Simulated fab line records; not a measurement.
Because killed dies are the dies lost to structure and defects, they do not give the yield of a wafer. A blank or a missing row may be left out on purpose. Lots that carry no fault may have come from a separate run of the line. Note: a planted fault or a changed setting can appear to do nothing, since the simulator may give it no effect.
fab line records    flow nand-harc
record: lots: 12  wafers: 36  last-day: 24
route steps=1159 shown P_M1@316 P_M2@329 END@1159
lots untouched by any fault: they come from a run of this same line in which no faults occurred
start-h: hours from the record's opening day to when the first of the lot's shown wafers began    wait-h: hours since the lot's step before    " same as the row above    L1.1+2: a row that stands for several wafers    - value missing, or start not given    * or withheld: withheld    < > ~ a bound
route shown NAME@n: a module of which the file shows steps, and the number in the route of the first    usual: mean/standard deviation of fault-free wafers    same: alike in all rows    chamber/n: place in a boat    sites: readings site by site    _std_site: standard deviation of those values    _edge_site: inner sites' mean taken away from outer sites' mean    radius-mm: for every site, how far away it sits from the centre of the wafer    mask NAME#n: copy n    behind: the tool/chamber that last shaped the wafer    hold: why the lot was held/for how many hours/how that ended    device: the n, p or np transistor that did not switch    end of line: tests run on the same wafers once the route is complete    a step given without rows: its recipe and nothing more    killed: count of dies lost to structure and defects at first sort (not the wafer's yield)    map: dies across one wafer; x = killed, . = not, _ = none there
set.NAME: the run value of the setting; set.NAME@STEP: its run value at that earlier step    model.NAME: the simulator's own value behind a step, which no gauge read
steps of the route over a sample of lots; a table a step, a row a wafer
services: the hour from which a tool's chamber was out of use, counted from the record's first day as start-h (under 0 if before that day), plus the number of hours and why
== steps ==
step: NHARC_P_M1_PRE_CLEAN_32
recipe: time-s: 12  temp-c: 370  rf-power-w: 300  gas: NH3
usual: heater-power-w: 648/57
lot.wafer  tool      chamber  start-h  wait-h  heater-power-w
L997.2     pecvd-02  1        125.58   0.1     663
L997.3     "         2        "        "       625
L997.1     "         0        "        "       569
L999.1     pecvd-02  0        132.69   0.2     579
L999.3     "         1        "        "       617
L999.2     "         2        "        "       681
L998.2     pecvd-01  0        136.21   0.1     695
L998.3     "         1        "        "       673
L998.5     "         1        "        "       694
L100.2     pecvd-01  1        137.72   0.1     655
L100.3     "         0        "        "       658
L100.5     "         1        "        "       634
L101.2     pecvd-02  2        151.16   0.1     722
L101.5     "         1        "        "       622
L101.4     "         0        "        "       576
L103.2     pecvd-01  0        152.91   0.1     651
L103.1     "         2        "        "       676
L103.4     "         2        "        "       656
L105.1     pecvd-02  0        169.65   0.1     655
L105.5     "         0        "        "       661
L105.4     "         1        "        "       631
L106.1     pecvd-02  0        175.99   0.2     609
L106.5     "         2        "        "       677
L106.6     "         0        "        "       616
L107.4     pecvd-03  1        186.22   0.1     687
L107.6     "         2        "        "       580
L107.5     "         0        "        "       684
L113.1     pecvd-01  1        225.73   0.1     667
L113.5     "         0        "        "       614
L113.4     "         1        "        "       649
L117.2     pecvd-03  1        242.82   0.1     717
L117.3     "         0        "        "       665
L117.4     "         0        "        "       675
L120.3     pecvd-02  1        259.47   0.1     586
L120.1     "         2        "        "       761
L120.2     "         0        "        "       591
step: NHARC_P_M2_OVL_MEAS_10
recipe: pitch-nm: 340
usual: overlay-x-nm: 0.2/0.8  overlay-y-nm: -0.1/0.9
lot.wafer  tool        chamber  start-h  wait-h  overlay-x-nm  overlay-y-nm
L997.1     overlay-02  -        127.13   -       0.0           -0.3
L997.2     "           -        "        "       0.1           -0.3
L997.3     "           -        "        "       0.5           -1.0
L999.1     overlay-02  -        134.39   -       -0.5          0.0
L999.2     "           -        "        "       -0.2          -0.6
L999.3     "           -        "        "       -0.4          -0.6
L998.2     overlay-02  -        137.79   -       -2.0          -0.6
L998.3     "           -        "        "       -1.5          -0.8
L998.5     "           -        "        "       -1.8          -0.2
L100.2     overlay-01  -        139.18   -       0.7           0.8
L100.3     "           -        "        "       1.1           0.8
L100.5     "           -        "        "       0.5           0.7
L101.2     overlay-02  -        152.57   -       0.4           -0.3
L101.4     "           -        "        "       0.2           -0.6
L101.5     "           -        "        "       1.0           0.1
L103.1     overlay-02  -        154.34   -       -0.6          1.3
L103.2     "           -        "        "       -0.9          1.3
L103.4     "           -        "        "       -0.6          1.5
L105.1     overlay-01  -        170.94   -       -0.9          1.4
L105.4     "           -        "        "       -1.0          1.4
L105.5     "           -        "        "       -1.3          1.1
L106.1     overlay-02  -        177.39   -       0.3           1.1
L106.5     "           -        "        "       -0.1          1.5
L106.6     "           -        "        "       -0.2          0.8
L107.4     overlay-01  -        187.57   -       0.0           0.3
L107.5     "           -        "        "       -0.1          -0.5
L107.6     "           -        "        "       0.5           -0.2
L113.1     overlay-02  -        227.13   -       0.3           -0.1
L113.4     "           -        "        "       0.6           -0.9
L113.5     "           -        "        "       0.5           -0.4
L117.2     overlay-01  -        244.09   -       -0.3          0.0
L117.3     "           -        "        "       0.0           0.1
L117.4     "           -        "        "       0.3           0.3
L120.1     overlay-01  -        260.90   -       1.7           0.0
L120.2     "           -        "        "       1.6           0.7
L120.3     "           -        "        "       1.6           0.2
step: NHARC_P_M2_DEGAS_29
recipe: temp-c: 250  time-s: 60
usual: heater-power-w: 344/34
lot.wafer  tool            chamber  start-h  wait-h  heater-power-w
L997.3     pvd-sputter-02  -        128.31   -       312
L997.2     "               -        "        "       400
L997.1     "               -        "        "       388
L999.3     pvd-sputter-03  -        135.56   -       355
L999.2     "               -        "        "       391
L999.1     "               -        "        "       317
L998.3     pvd-sputter-03  -        139.12   -       326
L998.2     "               -        "        "       335
L998.5     "               -        "        "       357
L100.3     pvd-sputter-03  -        140.39   -       321
L100.2     "               -        "        "       339
L100.5     "               -        "        "       390
L101.4     pvd-sputter-02  -        153.69   -       313
L101.2     "               -        "        "       326
L101.5     "               -        "        "       387
L103.4     pvd-sputter-03  -        155.50   -       346
L103.1     "               -        "        "       383
L103.2     "               -        "        "       346
L105.4     pvd-sputter-03  -        172.05   -       355
L105.1     "               -        "        "       382
L105.5     "               -        "        "       339
L106.1     pvd-sputter-02  -        178.51   -       310
L106.5     "               -        "        "       389
L106.6     "               -        "        "       307
L107.4     pvd-sputter-03  -        188.72   -       351
L107.6     "               -        "        "       330
L107.5     "               -        "        "       391
L113.1     pvd-sputter-03  -        228.28   -       351
L113.4     "               -        "        "       321
L113.5     "               -        "        "       338
L117.4     pvd-sputter-03  -        245.35   -       387
L117.3     "               -        "        "       322
L117.2     "               -        "        "       349
L120.1     pvd-sputter-02  -        262.07   -       412
L120.2     "               -        "        "       305
L120.3     "               -        "        "       382
step: NHARC_P_M2_CMP_23
recipe: t-overpolish-s: 20  target-thk-nm: 144.3
usual: motor-current-A: 11.3/1.2  retaining-ring-pressure-frac: 1.000/0.0053  time-to-endpoint-s: 28/3
lot.wafer  tool    chamber  start-h  wait-h  motor-current-A  retaining-ring-pressure-frac  time-to-endpoint-s
L997.3     cmp-01  3        129.39   -       12.5             0.999                         25
L997.2     "       0        "        "       11.1             1.008                         32
L997.1     "       2        "        "       13.2             1.003                         24
L999.2     cmp-03  3        136.66   -       12.1             0.994                         27
L999.3     "       0        "        "       11.9             0.992                         25
L999.1     "       1        "        "       10.3             1.009                         26
L998.2     cmp-01  2        140.30   -       13.6             0.989                         25
L998.3     "       3        "        "       12.2             1.000                         27
L998.5     "       0        "        "       10.9             1.008                         33
L100.2     cmp-03  3        141.47   -       11.5             1.001                         32
L100.3     "       0        "        "       11.7             0.999                         24
L100.5     "       3        "        "       11.5             1.001                         30
L101.4     cmp-03  2        154.77   -       8.7              0.999                         28
L101.2     "       3        "        "       11.8             0.996                         28
L101.5     "       3        "        "       12.0             0.993                         29
L103.4     cmp-03  3        156.67   -       11.8             1.002                         28
L103.1     "       1        "        "       10.7             1.008                         29
L103.2     "       2        "        "       9.1              0.995                         27
L105.4     cmp-04  3        173.16   -       12.3             1.011                         35
L105.1     "       1        "        "       10.2             0.997                         35
L105.5     "       2        "        "       11.8             1.012                         30
L106.1     cmp-04  1        179.71   -       9.7              1.005                         32
L106.5     "       1        "        "       9.6              1.003                         34
L106.6     "       2        "        "       10.4             1.011                         27
L107.4     cmp-03  2        189.86   -       8.6              0.999                         31
L107.5     "       3        "        "       11.7             1.003                         30
L107.6     "       0        "        "       11.8             1.002                         26
L113.1     cmp-04  3        229.37   -       12.6             1.000                         32
L113.4     "       2        "        "       11.3             0.999                         16
L113.5     "       0        "        "       11.1             1.010                         15
L117.2     cmp-01  0        246.47   -       11.0             1.004                         35
L117.4     "       1        "        "       13.1             1.001                         30
L117.3     "       2        "        "       13.1             0.991                         27
L120.1     cmp-03  1        263.18   -       10.7             0.994                         29
L120.2     "       2        "        "       8.9              0.989                         28
L120.3     "       3        "        "       11.9             0.997                         28
step: NHARC_P_M2_THK_MEAS_24
recipe: thk-meas-gauge: xrf
usual: thk-nm: 144.2/1.5
lot.wafer  tool           chamber  start-h  wait-h  thk-nm
L997.1     film-metro-01  -        129.70   -       143.8
L997.2     "              -        "        "       143.7
L997.3     "              -        "        "       144.6
L999.1     film-metro-02  -        136.98   -       145.5
L999.2     "              -        "        "       143.9
L999.3     "              -        "        "       143.9
L998.2     film-metro-02  -        140.56   -       144.6
L998.3     "              -        "        "       142.9
L998.5     "              -        "        "       144.2
L100.2     film-metro-01  -        141.78   -       145.2
L100.3     "              -        "        "       141.4
L100.5     "              -        "        "       144.4
L101.2     film-metro-02  -        155.10   -       143.7
L101.4     "              -        "        "       145.5
L101.5     "              -        "        "       143.2
L103.1     film-metro-02  -        156.98   -       143.8
L103.2     "              -        "        "       144.0
L103.4     "              -        "        "       143.0
L105.1     film-metro-01  -        173.45   -       146.5
L105.4     "              -        "        "       145.7
L105.5     "              -        "        "       142.0
L106.1     film-metro-02  -        180.02   -       146.1
L106.5     "              -        "        "       146.6
L106.6     "              -        "        "       143.9
L107.4     film-metro-01  -        190.09   -       144.0
L107.5     "              -        "        "       145.7
L107.6     "              -        "        "       144.3
L113.1     film-metro-01  -        229.69   -       145.6
L113.4     "              -        "        "       136.5
L113.5     "              -        "        "       136.3
L117.2     film-metro-02  -        246.79   -       147.1
L117.3     "              -        "        "       144.3
L117.4     "              -        "        "       143.8
L120.1     film-metro-01  -        263.46   -       146.4
L120.2     "              -        "        "       143.4
L120.3     "              -        "        "       140.5
step: NHARC_END_SORT_01
recipe: temp-c: 25
usual: defect-limited-yield: 95.6/1.6  killed-at-array: 26/10  killed-at-other: 0.5/0.87  killed-at-periphery: 3.0/2.5  killed-dies: 29/11  killed-open: 3.3/1.9  killed-short: 1.8/1.5  sort_bin_2_pct: 1.3/0.63  sort_bin_3_pct: 0.25/0.22  sort_bin_4_pct: 2.8/1.1  sort-n-pass: 648/11  sort-rim-yield-pct: 96.5/2.6  sort-yield-pct: 95.6/1.6
same: gross-dies: 677  sort_bin_5_pct[%]: 0  sort_bin_6_pct[%]: 0  sort_bin_7_pct[%]: 0  sort_bin_8_pct[%]: 0  sort-rim-n-gross: 106.00
lot.wafer  tool       chamber  start-h  wait-h  defect-limited-yield[%]  killed-at-array  killed-at-other  killed-at-periphery  killed-dies  killed-open  killed-short  sort_bin_2_pct[%]  sort_bin_3_pct[%]  sort_bin_4_pct[%]  sort-n-pass  sort-rim-yield-pct[%]  sort-yield-pct[%]
L999.1     prober-02  0        452.54   2.5     99.0                     7                0                0                    7            3            1             0.1                0.15               0.7                670          100.0                  99.0
L999.2     prober-02  0        453.34   2.8     97.6                     12               1                3                    16           2            3             0.4                0                  1.9                661          96.2                   97.6
L999.3     prober-02  0        454.14   3.1     97.5                     16               0                1                    17           8            4             0.6                0.15               1.8                660          99.1                   97.5
killed by level:class
L999.1 A_ONON_D1:geometric-particle:open=2 A_WL_FILL:geometric-particle:short=1 A_CONTACT:geometric-particle:open=1 A_CHANNEL_HOLE_D1:chamber-film-flake=1 A_WL_FILL:chamber-film-flake=1 A_CONTACT:chamber-film-flake=1
L999.2 A_CONTACT:chamber-film-flake=4 A_CHANNEL_FILL_D1:geometric-particle:short=2 A_CHANNEL_HOLE_D1:chamber-film-flake=2 A_CHANNEL_FILL_D1:chamber-film-flake=2 P_CONTACT:geometric-particle:open=1 P_CONTACT:geometric-particle:short=1 A_CONTACT:geometric-particle:open=1 P_GATE:chamber-film-flake=1
L999.3 A_CONTACT:geometric-particle:open=3 A_CHANNEL_FILL_D1:geometric-particle:open=2 A_CONTACT:geometric-particle:short=2 A_CHANNEL_HOLE_D1:chamber-film-flake=2 A_CHANNEL_FILL_D1:chamber-film-flake=2 P_M0:geometric-particle:open=1 A_CHANNEL_FILL_D1:geometric-particle:short=1 A_WL_FILL:geometric-particle:short=1
== services ==
tool            chamber  start-h  hours  kind
pvd-sputter-03  -        102.00   10.0   pm
cmp-03          -        102.40   1.1    repair
cmp-03          -        103.77   2.4    repair
cmp-04          -        105.00   4.0    pm
cmp-01          -        111.23   4.0    pm
pecvd-03        -        111.42   13.0   pm
pecvd-01        2        121.67   27.9   repair
pvd-sputter-02  -        124.96   1.4    repair
cmp-03          -        138.01   2.3    repair
cmp-03          -        152.61   0.3    repair
pecvd-02        -        153.00   13.0   pm
pecvd-02        0        153.00   13.0   vent-cycle
cmp-03          -        168.08   1.1    repair
cmp-03          -        176.80   4.0    pm
pvd-sputter-02  -        182.51   2.1    repair
pvd-sputter-02  -        192.38   2.9    repair
cmp-04          -        203.00   4.0    pm
cmp-01          -        206.84   3.2    repair
cmp-01          -        210.06   4.0    pm
pvd-sputter-02  -        215.40   10.0   pm
cmp-01          -        222.87   1.0    repair
pecvd-01        -        237.00   13.0   pm
cmp-04          -        238.08   2.6    repair
cmp-03          -        241.03   1.2    repair
== key ==
first-sign: step: NHARC_P_M2_CMP_23  reading: time-to-endpoint-s  direction: down  sigmas: 4.2  usual: *  struck: *
effect: step: NHARC_P_M2_THK_MEAS_24  reading: thk-nm  direction: down  sigmas: 5.3  usual: 144.2  struck: 136.4
met-at NHARC_P_M2_CMP_23
struck-lots L113
struck-wafers L113.4,L113.5
not-acting-at NHARC_P_M1_PRE_CLEAN_32,NHARC_P_M2_OVL_MEAS_10,NHARC_P_M2_DEGAS_29
onset-between 179.71 229.37
fault: kind: process-parameter-drift  tool: cmp-04  chamber: -  onset-h: 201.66  steps: NHARC_P_M2_CMP_23  channel: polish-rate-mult  offset: 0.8  shape: step  end-h: 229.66  scope: struck-wafers-only
